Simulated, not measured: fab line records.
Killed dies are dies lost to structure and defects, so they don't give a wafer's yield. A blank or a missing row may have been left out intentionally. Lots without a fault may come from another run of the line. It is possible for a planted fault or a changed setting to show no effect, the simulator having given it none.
Chamber matching    flow nand harc    pecvd-03 running NHARC_A_M1_DEP_33: 3 sister chambers
The step deposits SiCN, target thk 30 nm. 18 wafers are shown with their chamber, then 9 later ones without.

== WAFERS, EACH WITH ITS CHAMBER ==
wafer   chamber  heater power w (W)  heater power outer w (W)
L078.2  1        659                 393
L078.4  0        550                 346
L078.5  1        660                 397
L079.3  2        732                 399
L079.5  2        739                 405
L079.6  0        447                 282
L084.2  0        547                 346
L084.4  2        702                 369
L084.6  0        560                 344
L083.2  0        524                 319
L083.4  2        690                 377
L083.6  1        594                 362
L088.1  0        514                 318
L088.5  0        511                 323
L088.6  1        638                 384
L092.3  0        561                 343
L092.4  2        767                 432
L092.5  1        643                 386

SIGNATURES, as means of the wafers listed above
reading               chamber 0  chamber 1  chamber 2  scatter within a chamber
heater power w        526.75     638.80     726.00     33.3
heater power outer w  327.62     384.40     396.40     21.1
Rule: distance of a wafer from a chamber = root of the sum over the readings of ((wafer's reading minus chamber's mean) / reading's scatter) squared. If the next closest chamber is less than 2 further off than the closest, the wafer can't be placed; otherwise it belongs to the closest. The scatter: take each reading less its chamber's mean, square it, sum over the shown wafers, divide by the number of wafers less the number of chambers, and take the root.

== WAFERS WITH NO CHAMBER GIVEN ==
wafer   heater power w (W)  heater power outer w (W)
L095.2  678                 350
L095.5  457                 284
L095.6  631                 379
L094.2  543                 303
L094.3  522                 327
L094.5  521                 335
L094.1  629                 323
L094.4  534                 308
L094.6  640                 342

== EACH ONE'S CHAMBER ==
wafer    from the rows above            in truth
L095.2   can't be placed: 1 or 2        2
L095.5   0                              0
L095.6   1                              1
L094.2   0                              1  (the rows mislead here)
L094.3   0                              0
L094.5   0                              0
L094.1   can't be placed: 1 or 0 or 2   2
L094.4   0                              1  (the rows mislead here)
L094.6   can't be placed: 1 or 0 or 2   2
4 of 9 placed correctly. These rows do not allow placing 3 (true chamber among the candidates in 3). 2 placed wrongly.
